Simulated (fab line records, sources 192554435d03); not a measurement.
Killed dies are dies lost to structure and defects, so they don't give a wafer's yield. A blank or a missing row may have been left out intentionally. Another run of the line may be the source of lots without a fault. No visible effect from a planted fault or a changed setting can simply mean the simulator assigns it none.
Chamber matching | flow n5Finfet | N5_GATE_CUT_CMP_43 on cmp-04 has 4 sister chambers
The step polishes SiO2. 16 wafers are shown with their chamber, then 8 later ones without.

WAFERS, EACH WITH ITS CHAMBER
wafer  | chamber | motorCurrentA (A) | slurryFilterDpKPa (kPa)
L076.1 | 3       | 13.7              | 13.37
L076.4 | 1       | 11.9              | 13.39
L076.6 | 3       | 14.3              | 13.58
L080.2 | 2       | 10.9              | 13.57
L080.3 | 3       | 13.5              | 13.41
L080.4 | 1       | 12.6              | 13.61
L081.3 | 3       | 13.5              | 13.45
L081.4 | 1       | 12.1              | 13.74
L081.5 | 3       | 13.8              | 13.41
L085.1 | 1       | 12.0              | 13.62
L085.3 | 0       | 12.3              | 13.45
L085.4 | 2       | 10.1              | 13.54
L088.1 | 1       | 12.2              | 13.45
L088.3 | 2       | 10.6              | 13.41
L088.4 | 0       | 12.0              | 13.54
L090.2 | 0       | 11.8              | 13.49

SIGNATURES, as means of the wafers listed above
reading           | chamber 0 | chamber 1 | chamber 2 | chamber 3 | scatter within a chamber
motorCurrentA     | 12.033    | 12.160    | 10.533    | 13.760    | 0.313
slurryFilterDpKPa | 13.4933   | 13.5620   | 13.5067   | 13.4440   | 0.102
Rule: a wafer's distance from a chamber is the root of the sum, over the readings, of the square of ((its reading less the chamber's mean) divided by the reading's scatter). If the next closest chamber is less than 2 further off than the closest, the wafer can't be placed; otherwise it belongs to the closest. The scatter: the root of (the sum of the squares of (reading less its chamber's mean) over the shown wafers, divided by (wafers less chambers)).

WAFERS WHOSE CHAMBER IS MISSING
wafer  | motorCurrentA (A) | slurryFilterDpKPa (kPa)
L090.4 | 12.3              | 13.44
L090.5 | 11.9              | 13.62
L091.1 | 11.8              | 13.52
L091.4 | 11.0              | 13.46
L091.6 | 14.6              | 13.45
L095.2 | 10.7              | 13.87
L095.3 | 12.1              | 13.63
L095.4 | 14.1              | 13.44

THE CHAMBER EACH PASSED THROUGH
wafer  | from the rows above     | in truth
L090.4 | can't be placed: 0 or 1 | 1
L090.5 | can't be placed: 1 or 0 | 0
L091.1 | can't be placed: 0 or 1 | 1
L091.4 | can't be placed: 2 or 0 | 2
L091.6 | 3                       | 3
L095.2 | can't be placed: 2 or 1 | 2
L095.3 | can't be placed: 1 or 0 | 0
L095.4 | 3                       | 3
Placed correctly: 2 of 8. Not placeable from these rows: 6 (in 6, the candidates include the true chamber). 0 placed wrongly.
